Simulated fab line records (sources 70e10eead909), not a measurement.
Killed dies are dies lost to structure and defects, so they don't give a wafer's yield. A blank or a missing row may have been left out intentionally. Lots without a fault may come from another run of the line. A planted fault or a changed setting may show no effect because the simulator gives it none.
Which of the tools did it? ; flow nandHarc ; at 1 step of a route of 1159, 12 lots with 36 wafers sampled

WHAT EACH GAUGE READ, for each wafer
NHARC_P_M2_CD_MEAS_16.
lot;measured;on;cdNm (nm)
L076;day 7 01:49;cdSem-02;169.5 170.3 170.4
L077;day 7 02:39;cdSem-01;172.1 170.4 171.3
L079;day 7 12:43;cdSem-03;169.3 170.9 169.6
L081;day 7 19:04;cdSem-02;170.1 170.3 170.7
L084;day 8 19:10;cdSem-02;170.5 169.1 170.2
L085;day 9 10:32;cdSem-02;171.3 170.0 170.9
L086;day 9 11:35;cdSem-03;171.0 170.1 171.9
L089;day 10 05:30;cdSem-02;170.9 171.5 170.3
L091;day 10 17:35;cdSem-01;170.2 170.4 170.5
L093;day 11 01:43;cdSem-01;170.9 169.1 171.4
L095;day 11 19:46;cdSem-01;169.9 169.7 169.6
L097;day 12 03:10;cdSem-01;170.4 168.9 169.9

TOOL THAT RAN EACH LOT (tool first, then ch and the chambers of the sampled wafers, then the start)
The record holds no process step before these readings.

THE ANSWER, worked out from the rows above alone
Rule: the usual values come from the lots themselves. Put in order of their means at a reading, lots are off if they are a third of the lots or fewer, leave a main group of 4 or more, and stand apart from it by a gap of 3 or more times the standard deviation of the main group's means; of several such gaps the widest counts. A main group whose means are all the same, to the digits that the tables above print for the reading, isn't used. Also off: a lot with no number at a reading for which 4 or more lots have one. The other lots that the step has rows for count as sound.
No lot is off on any of the readings shown, so nothing can be concluded from this.

WHAT HAD BEEN PUT IN BY THE SIMULATOR
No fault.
